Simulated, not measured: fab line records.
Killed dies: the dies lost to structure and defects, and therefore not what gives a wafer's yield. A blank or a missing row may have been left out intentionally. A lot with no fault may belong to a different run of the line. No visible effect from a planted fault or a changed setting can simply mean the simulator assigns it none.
Matching of chambers || flow nandHarc || NHARC_A_STAIRCASE_STRIP_476 on rieDiel-06: 4 sister chambers
The step strips in O2, time 20 s. 20 wafers are shown with their chamber, then 10 later ones without.

== WAFERS PAIRED WITH THEIR CHAMBERS ==
{"wafer": "L076.2", "chamber": 1, "showerheadPlenumPTorr (Torr)": 3.34, "drypumpMotorCurrentA (A)": 6.24, "oesProductAu (a.u.)": 1.005}
{"wafer": "L076.3", "chamber": 2, "showerheadPlenumPTorr (Torr)": 3.34, "drypumpMotorCurrentA (A)": 5.74, "oesProductAu (a.u.)": 0.988}
{"wafer": "L076.6", "chamber": 3, "showerheadPlenumPTorr (Torr)": 3.65, "drypumpMotorCurrentA (A)": 5.74, "oesProductAu (a.u.)": 1.002}
{"wafer": "L077.1", "chamber": 1, "showerheadPlenumPTorr (Torr)": 3.34, "drypumpMotorCurrentA (A)": 6.22, "oesProductAu (a.u.)": 1.008}
{"wafer": "L077.4", "chamber": 2, "showerheadPlenumPTorr (Torr)": 3.34, "drypumpMotorCurrentA (A)": 5.74, "oesProductAu (a.u.)": 0.995}
{"wafer": "L077.5", "chamber": 0, "showerheadPlenumPTorr (Torr)": 3.30, "drypumpMotorCurrentA (A)": 5.60, "oesProductAu (a.u.)": 1.009}
{"wafer": "L078.1", "chamber": 0, "showerheadPlenumPTorr (Torr)": 3.30, "drypumpMotorCurrentA (A)": 5.57, "oesProductAu (a.u.)": 1.000}
{"wafer": "L078.3", "chamber": 1, "showerheadPlenumPTorr (Torr)": 3.34, "drypumpMotorCurrentA (A)": 6.15, "oesProductAu (a.u.)": 1.014}
{"wafer": "L078.4", "chamber": 3, "showerheadPlenumPTorr (Torr)": 3.64, "drypumpMotorCurrentA (A)": 5.77, "oesProductAu (a.u.)": 0.992}
{"wafer": "L080.2", "chamber": 2, "showerheadPlenumPTorr (Torr)": 3.34, "drypumpMotorCurrentA (A)": 5.73, "oesProductAu (a.u.)": 0.999}
{"wafer": "L080.5", "chamber": 2, "showerheadPlenumPTorr (Torr)": 3.34, "drypumpMotorCurrentA (A)": 5.73, "oesProductAu (a.u.)": 0.995}
{"wafer": "L080.6", "chamber": 3, "showerheadPlenumPTorr (Torr)": 3.64, "drypumpMotorCurrentA (A)": 5.75, "oesProductAu (a.u.)": 1.003}
{"wafer": "L088.1", "chamber": 0, "showerheadPlenumPTorr (Torr)": 3.29, "drypumpMotorCurrentA (A)": 5.60, "oesProductAu (a.u.)": 0.991}
{"wafer": "L088.3", "chamber": 2, "showerheadPlenumPTorr (Torr)": 3.33, "drypumpMotorCurrentA (A)": 5.74, "oesProductAu (a.u.)": 0.988}
{"wafer": "L088.6", "chamber": 1, "showerheadPlenumPTorr (Torr)": 3.33, "drypumpMotorCurrentA (A)": 6.25, "oesProductAu (a.u.)": 1.005}
{"wafer": "L085.1", "chamber": 0, "showerheadPlenumPTorr (Torr)": 3.29, "drypumpMotorCurrentA (A)": 5.57, "oesProductAu (a.u.)": 1.005}
{"wafer": "L085.2", "chamber": 1, "showerheadPlenumPTorr (Torr)": 3.33, "drypumpMotorCurrentA (A)": 6.21, "oesProductAu (a.u.)": 1.007}
{"wafer": "L085.3", "chamber": 3, "showerheadPlenumPTorr (Torr)": 3.63, "drypumpMotorCurrentA (A)": 5.78, "oesProductAu (a.u.)": 1.012}
{"wafer": "L093.1", "chamber": 1, "showerheadPlenumPTorr (Torr)": 3.32, "drypumpMotorCurrentA (A)": 6.26, "oesProductAu (a.u.)": 1.002}
{"wafer": "L093.3", "chamber": 2, "showerheadPlenumPTorr (Torr)": 3.32, "drypumpMotorCurrentA (A)": 5.73, "oesProductAu (a.u.)": 0.998}

SIGNATURES, as means of the wafers listed above
{"reading": "showerheadPlenumPTorr", "chamber 0": 3.2950, "chamber 1": 3.3333, "chamber 2": 3.3350, "chamber 3": 3.6400, "scatter within a chamber": 0.00784}
{"reading": "drypumpMotorCurrentA", "chamber 0": 5.5850, "chamber 1": 6.2217, "chamber 2": 5.7350, "chamber 3": 5.7600, "scatter within a chamber": 0.0249}
{"reading": "oesProductAu", "chamber 0": 1.00125, "chamber 1": 1.00683, "chamber 2": 0.99383, "chamber 3": 1.00225, "scatter within a chamber": 0.00602}
Rule: a wafer's distance from a chamber is the root of the sum, over the readings, of the square of ((its reading less the chamber's mean) divided by the reading's scatter). The wafer belongs to the nearest chamber; if the next one is less than 2 further off, it can't be placed. The scatter is the square root of a quotient: the sum, over the shown wafers, of each reading's squared deviation from its chamber's mean, divided by wafers minus chambers.

== WAFERS MISSING THEIR CHAMBER ==
{"wafer": "L093.5", "showerheadPlenumPTorr (Torr)": 3.32, "drypumpMotorCurrentA (A)": 6.19, "oesProductAu (a.u.)": 1.003}
{"wafer": "L092.3", "showerheadPlenumPTorr (Torr)": 3.32, "drypumpMotorCurrentA (A)": 5.73, "oesProductAu (a.u.)": 0.997}
{"wafer": "L092.5", "showerheadPlenumPTorr (Torr)": 3.62, "drypumpMotorCurrentA (A)": 5.75, "oesProductAu (a.u.)": 0.998}
{"wafer": "L092.6", "showerheadPlenumPTorr (Torr)": 3.32, "drypumpMotorCurrentA (A)": 5.72, "oesProductAu (a.u.)": 0.999}
{"wafer": "L097.1", "showerheadPlenumPTorr (Torr)": 3.28, "drypumpMotorCurrentA (A)": 5.59, "oesProductAu (a.u.)": 1.008}
{"wafer": "L097.2", "showerheadPlenumPTorr (Torr)": 3.62, "drypumpMotorCurrentA (A)": 5.75, "oesProductAu (a.u.)": 1.003}
{"wafer": "L097.6", "showerheadPlenumPTorr (Torr)": 3.32, "drypumpMotorCurrentA (A)": 6.22, "oesProductAu (a.u.)": 1.008}
{"wafer": "L095.1", "showerheadPlenumPTorr (Torr)": 3.31, "drypumpMotorCurrentA (A)": 5.72, "oesProductAu (a.u.)": 0.984}
{"wafer": "L095.3", "showerheadPlenumPTorr (Torr)": 3.62, "drypumpMotorCurrentA (A)": 5.77, "oesProductAu (a.u.)": 1.003}
{"wafer": "L095.5", "showerheadPlenumPTorr (Torr)": 3.32, "drypumpMotorCurrentA (A)": 6.23, "oesProductAu (a.u.)": 0.993}

== THE CHAMBER EACH PASSED THROUGH ==
{"wafer": "L093.5", "from the rows above": 1, "in truth": 1}
{"wafer": "L092.3", "from the rows above": 2, "in truth": 2}
{"wafer": "L092.5", "from the rows above": 3, "in truth": 3}
{"wafer": "L092.6", "from the rows above": 2, "in truth": 2}
{"wafer": "L097.1", "from the rows above": 0, "in truth": 0}
{"wafer": "L097.2", "from the rows above": 3, "in truth": 3}
{"wafer": "L097.6", "from the rows above": 1, "in truth": 1}
{"wafer": "L095.1", "from the rows above": 2, "in truth": 2}
{"wafer": "L095.3", "from the rows above": 3, "in truth": 3}
{"wafer": "L095.5", "from the rows above": 1, "in truth": 1}
Placed correctly: 10 of 10. Can't be placed from these rows: 0. Wrongly placed: 0.
